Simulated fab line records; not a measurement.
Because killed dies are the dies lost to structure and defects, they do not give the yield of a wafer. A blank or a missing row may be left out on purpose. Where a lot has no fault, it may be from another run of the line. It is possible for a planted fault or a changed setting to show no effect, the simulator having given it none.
The tool behind it: which one? -- flow n5_finfet -- Sampling: 11 lots, 33 wafers, 5 of 1938 route steps

== WHAT EACH GAUGE READ, for each wafer ==
N5_BEOL_M4_THK_MEAS_01. Usual: M4_ILD_THK gives 79.3 nm (standard deviation 1).
lot,measured,on,M4_ILD_THK (nm),flag
L917,day 8 21:09,film_metro-01,78.5 80.0 80.3,
L923,day 9 12:18,film_metro-01,78.6 80.4 79.8,
L924,day 9 20:12,film_metro-02,79.3 79.7 79.9,
L926,day 10 21:47,film_metro-02,78.8 79.2 80.0,
L927,day 11 10:09,film_metro-02,78.1 79.5 79.1,
L928,day 11 22:46,film_metro-01,78.4 78.9 77.9,
L930,day 12 00:33,film_metro-02,78.8 78.7 80.7,
L934,day 12 15:40,film_metro-02,77.8 78.6 78.8,
L935,day 13 23:11,film_metro-02,79.1 78.8 80.6,
L936,day 14 00:46,film_metro-01,80.2 81.8 82.2,
L938,day 14 11:34,film_metro-01,77.0 78.4 80.1,

N5_BEOL_M4_CD_MEAS_11 targets a cd of 16.79 nm. Usual: cd_nm 16.71 nm, standard deviation 0.24.
lot,measured,on,cd_nm (nm),flag
L917,day 8 22:09,cd_sem-03,16.79 16.77 16.63,
L923,day 9 13:41,cd_sem-03,16.54 16.67 16.70,
L924,day 9 23:07,cd_sem-03,16.53 16.82 17.10,
L926,day 11 00:40,cd_sem-01,16.53 16.50 16.21,
L927,day 11 11:29,cd_sem-03,16.69 16.13 16.61,
L928,day 12 00:16,cd_sem-02,16.75 16.73 16.77,
L930,day 12 01:41,cd_sem-01,16.77 16.85 16.52,
L934,day 12 17:37,cd_sem-02,16.83 17.25 16.93,
L935,day 14 00:11,cd_sem-01,16.42 16.42 16.42,
L936,day 14 01:59,cd_sem-03,16.58 16.54 16.64,
L938,day 14 12:23,cd_sem-01,16.89 17.08 16.83,

N5_BEOL_M4_OVL_MEAS_29. Usual: V3_OVL gives -0.1 nm (standard deviation 0.63).
lot,measured,on,V3_OVL (nm),flag
L917,day 8 23:08,overlay-02,0.5 0.9 0.3,
L923,day 9 14:43,overlay-02,-1.2 0.2 -0.2,
L924,day 10 00:14,overlay-02,-1.1 0.0 0.4,
L926,day 11 01:34,overlay-01,-1.0 0.5 0.2,
L927,day 11 12:32,overlay-02,-0.5 -0.7 -1.2,
L928,day 12 01:26,overlay-01,0.5 0.8 -0.9,
L930,day 12 02:35,overlay-02,-0.5 -1.1 -0.4,
L934,day 12 18:41,overlay-02,-0.7 -0.9 -0.4,
L935,day 14 01:08,overlay-01,-0.6 0.7 0.0,
L936,day 14 03:18,overlay-01,0.2 1.1 0.6,
L938,day 14 13:19,overlay-01,0.1 1.2 0.6,

N5_BEOL_M4_RC_MEAS_101. Usual: DIBL_N 36.4 mV/V, standard deviation 1.9; DIBL_P 35.8 mV/V, standard deviation 2.1; IOFF_N 0.158 nA/um, standard deviation 0.029; IOFF_P 0.21 nA/um, standard deviation 0.035; ION_N 676 uA/um, standard deviation 14; ION_P 465 uA/um, standard deviation 9.7; SS_N 71.5 mV/dec, standard deviation 0.66; SS_P 73.4 mV/dec, standard deviation 0.7; VT_N 249.8 mV, standard deviation 3; VT_P -250 mV, standard deviation 3.3.
lot,measured,on,DIBL_N (mV/V),DIBL_P (mV/V),IOFF_N (nA/um),IOFF_P (nA/um),ION_N (uA/um),ION_P (uA/um),SS_N (mV/dec),SS_P (mV/dec),VT_N (mV),VT_P (mV),flag
L917,day 9 11:25,prober-01,34.4 33.5 34.8,34.7 33.8 35.7,0.131 0.116 0.143,0.20 0.19 0.22,649 652 674,451 456 473,71.3 70.9 71.7,73.2 73.1 73.1,250.7 254.2 250.6,-249 -249 -248,
L923,day 10 17:44,prober-01,37.8 37.5 35.5,37.2 37.2 34.2,0.177 0.171 0.135,0.26 0.26 0.20,676 676 667,473 471 465,71.2 71.5 70.9,73.9 74.0 73.1,248.1 248.2 252.9,-248 -246 -250,
L924,day 11 02:13,prober-02,36.7 33.3 37.8,36.4 32.6 36.6,0.161 0.110 0.167,0.22 0.17 0.23,684 675 667,468 465 461,72.4 70.9 72.5,73.9 72.2 73.8,250.9 255.0 252.5,-247 -251 -246,
L926,day 11 11:07,prober-01,37.8 34.9 35.2,36.9 32.9 33.9,0.182 0.128 0.140,0.23 0.16 0.19,700 675 663,476 465 458,72.1 71.0 71.0,74.9 72.7 73.7,248.2 252.3 253.5,-247 -255 -253,
L927,day 11 21:34,prober-01,38.9 38.0 41.7,37.3 35.8 40.5,0.190 0.161 0.228,0.27 0.22 0.31,707 687 708,484 470 482,71.1 71.3 72.0,73.9 73.3 74.9,243.9 248.4 242.3,-243 -249 -244,
L928,day 12 12:55,prober-02,38.2 33.7 36.4,38.0 33.5 36.1,0.187 0.113 0.148,0.21 0.15 0.18,678 663 675,465 456 452,72.9 70.5 71.4,73.3 71.4 73.2,248.1 253.5 250.3,-250 -253 -253,
L930,day 12 18:08,prober-01,36.4 36.7 36.3,36.5 37.1 34.9,0.190 0.190 0.168,0.23 0.23 0.19,687 686 662,469 462 455,71.2 71.8 71.9,73.5 73.0 72.3,245.3 244.6 247.2,-252 -249 -251,
L934,day 13 18:32,prober-02,35.8 35.2 34.1,34.8 34.1 31.6,0.155 0.142 0.117,0.21 0.19 0.16,671 666 656,469 459 448,71.1 71.3 71.0,73.4 73.4 72.0,250.0 251.1 250.5,-249 -248 -251,
L935,day 14 12:35,prober-02,37.4 34.5 38.1,37.4 32.9 38.2,0.166 0.117 0.185,0.20 0.15 0.22,686 664 688,465 452 465,72.2 71.0 71.3,73.7 72.8 73.6,249.1 253.6 248.7,-254 -256 -253,
L936,day 14 17:25,prober-02,38.4 35.8 39.0,37.8 33.4 37.1,0.196 0.134 0.208,0.23 0.17 0.23,676 666 665,461 454 457,72.1 70.3 72.7,73.7 72.7 73.9,247.2 250.9 247.2,-247 -251 -250,
L938,day 14 22:58,prober-02,37.2 35.6 36.6,37.9 36.8 37.2,0.162 0.142 0.151,0.22 0.20 0.22,671 679 670,459 464 461,72.3 71.2 71.8,73.8 72.9 73.7,250.7 250.5 252.0,-250 -249 -248,

== TOOL THAT RAN EACH LOT (tool first, then ch and the chambers of the sampled wafers, then the start) ==
lot,N5_BEOL_M4_COAT_22
L917,"litho_track-05 ch 0, day 8 22:49"
L923,"litho_track-04 ch 0, day 9 14:17"
L924,"litho_track-04 ch 0, day 9 23:49"
L926,"litho_track-04 ch 0, day 11 01:16"
L927,"litho_track-04 ch 0, day 11 12:06"
L928,"litho_track-04 ch 0, day 12 01:08"
L930,"litho_track-05 ch 0, day 12 02:17"
L934,"litho_track-03 ch 0, day 12 18:20"
L935,"litho_track-05 ch 0, day 14 00:49"
L936,"litho_track-03 ch 0, day 14 02:52"
L938,"litho_track-04 ch 0, day 14 12:59"
- N5_BEOL_M4_COAT_22: resist thk 30 nm.

== WHAT THE TOOLS THEMSELVES READ (means of the sampled wafers that have a number; where no wafer has one, the mark that the record gives instead) ==
N5_BEOL_M4_COAT_22. Usual: exhaust_pa 44.9 Pa, standard deviation 0.91; spin_speed_rpm 1500.0 rpm, standard deviation 0.9.
lot,tool,exhaust_pa (Pa),spin_speed_rpm (rpm),flag
L917,litho_track-05,45.4,1499.7,
L923,litho_track-04,44.3,1499.8,
L924,litho_track-04,44.6,1500.1,
L926,litho_track-04,45.7,1605.7,OFF
L927,litho_track-04,45.6,1606.1,OFF
L928,litho_track-04,44.4,1607.2,OFF
L930,litho_track-05,45.1,1500.3,
L934,litho_track-03,44.8,1499.4,
L935,litho_track-05,44.0,1499.9,
L936,litho_track-03,44.0,1500.4,
L938,litho_track-04,44.4,1500.4,

== THE ANSWER, worked out from the rows above alone ==
Rule: lot off if the mean of its wafers having a number is beyond 3 standard deviations from the usual mean. A lot without any number at a reading at which 4 lots or more have one is off too. The other lots that the step has rows for count as sound. The gauges are gone through in route order, then the tools' own readings, and for those a lot's mean is taken as printed above. At the first step where some lot is off, the reading lying furthest off is the one used; lots without a number count as furthest.
Off: L926, L927, L928 (N5_BEOL_M4_COAT_22, spin_speed_rpm).
A tool fits if, at that step or a process step before it, it ran every lot that is off, and no sound lot after the first of them. Of those tried, none fits.

== WHAT HAD BEEN PUT IN BY THE SIMULATOR ==
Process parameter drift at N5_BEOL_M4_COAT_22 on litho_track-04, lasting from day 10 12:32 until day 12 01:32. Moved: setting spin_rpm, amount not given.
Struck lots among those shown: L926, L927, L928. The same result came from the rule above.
